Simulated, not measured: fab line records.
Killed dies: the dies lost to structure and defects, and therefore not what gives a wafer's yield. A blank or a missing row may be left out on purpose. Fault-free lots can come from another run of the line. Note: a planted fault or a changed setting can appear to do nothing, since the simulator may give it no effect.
Which tool did it? -- flow n5 finfet -- 27 wafers from 9 lots sampled at 3 of the route's 1938 steps

== WHAT EACH GAUGE READ, for each wafer ==
N5_SD_EPI_P_CD_MEAS_09: target cd 240 nm.
lot,measured,on,cd nm (nm)
L564,day 3 04:31,cd sem-02,240.6 240.5 241.9
L566,day 3 17:27,cd sem-02,240.5 240.3 239.7
L570,day 4 17:22,cd sem-02,240.3 239.4 238.9
L576,day 6 15:32,cd sem-02,240.5 240.6 241.6
L579,day 7 03:41,cd sem-03,229.7 229.9 230.1
L580,day 7 06:08,cd sem-03,232.9 233.7 233.4
L582,day 7 20:19,cd sem-01,240.4 241.3 241.1
L584,day 8 07:28,cd sem-01,238.4 238.7 239.7
L585,day 8 14:29,cd sem-03,240.2 241.8 239.9

== TOOL THAT RAN EACH LOT (tool first, then ch and the chambers of the sampled wafers, then the start) ==
lot,N5_SD_EPI_N_STRIP_38,N5_SD_EPI_P_EXPOSE_06
L564,"plasma asher-01 ch 0,1, day 3 00:58","arfi scanner-02 ch 0, day 3 04:24"
L566,"plasma asher-02 ch 0,1, day 3 13:34","arfi scanner-03 ch 0, day 3 17:20"
L570,"plasma asher-01 ch 0,1, day 4 13:07","arfi scanner-01 ch 0, day 4 17:14"
L576,"plasma asher-01 ch 0,1, day 6 10:06","arfi scanner-03 ch 0, day 6 15:26"
L579,"plasma asher-02 ch 0,1, day 6 22:49","arfi scanner-03 ch 0, day 7 03:34"
L580,"plasma asher-01 ch 0,1, day 7 01:56","arfi scanner-03 ch 0, day 7 06:00"
L582,"plasma asher-01 ch 0,1, day 7 15:26","arfi scanner-01 ch 0, day 7 20:11"
L584,"plasma asher-01 ch 0,1, day 8 03:50","arfi scanner-01 ch 0, day 8 07:20"
L585,"plasma asher-02 ch 0,1, day 8 10:25","arfi scanner-02 ch 0, day 8 14:22"
- N5_SD_EPI_N_STRIP_38: strips in N2/H2.
- N5_SD_EPI_P_EXPOSE_06: exposes mask SD P BLK, target cd 240 nm.

== THE ANSWER, worked out from the rows above alone ==
Rule: the usual values come from the lots themselves. Put in order of their means at a reading, lots are off if they are a third of the lots or fewer, leave a main group of 4 or more, and stand apart from it by a gap of 3 or more times the standard deviation of the main group's means; of several such gaps the widest counts. A main group is skipped when, at the precision printed for the reading in the tables above, its means are all equal. A lot without any number at a reading at which 4 lots or more have one is off too. Where the step has rows for the other lots, those lots are counted as sound.
Off: L579, L580, at N5_SD_EPI_P_CD_MEAS_09 (cd nm). Main group: mean 240.3 nm, sd 0.74.
A tool fits if, at a process step before that reading, it ran every lot that is off, and no sound lot after the first of them. Those tools and the gauges at N5_SD_EPI_P_CD_MEAS_09 are tried in the same way. One fits: arfi scanner-03 at N5_SD_EPI_P_EXPOSE_06. Its last sound lot is L576 (day 6 15:26), its first lot that is off L579 (day 7 03:34): a fault that began between those two fits.

== WHAT THE SIMULATOR HAD INSERTED ==
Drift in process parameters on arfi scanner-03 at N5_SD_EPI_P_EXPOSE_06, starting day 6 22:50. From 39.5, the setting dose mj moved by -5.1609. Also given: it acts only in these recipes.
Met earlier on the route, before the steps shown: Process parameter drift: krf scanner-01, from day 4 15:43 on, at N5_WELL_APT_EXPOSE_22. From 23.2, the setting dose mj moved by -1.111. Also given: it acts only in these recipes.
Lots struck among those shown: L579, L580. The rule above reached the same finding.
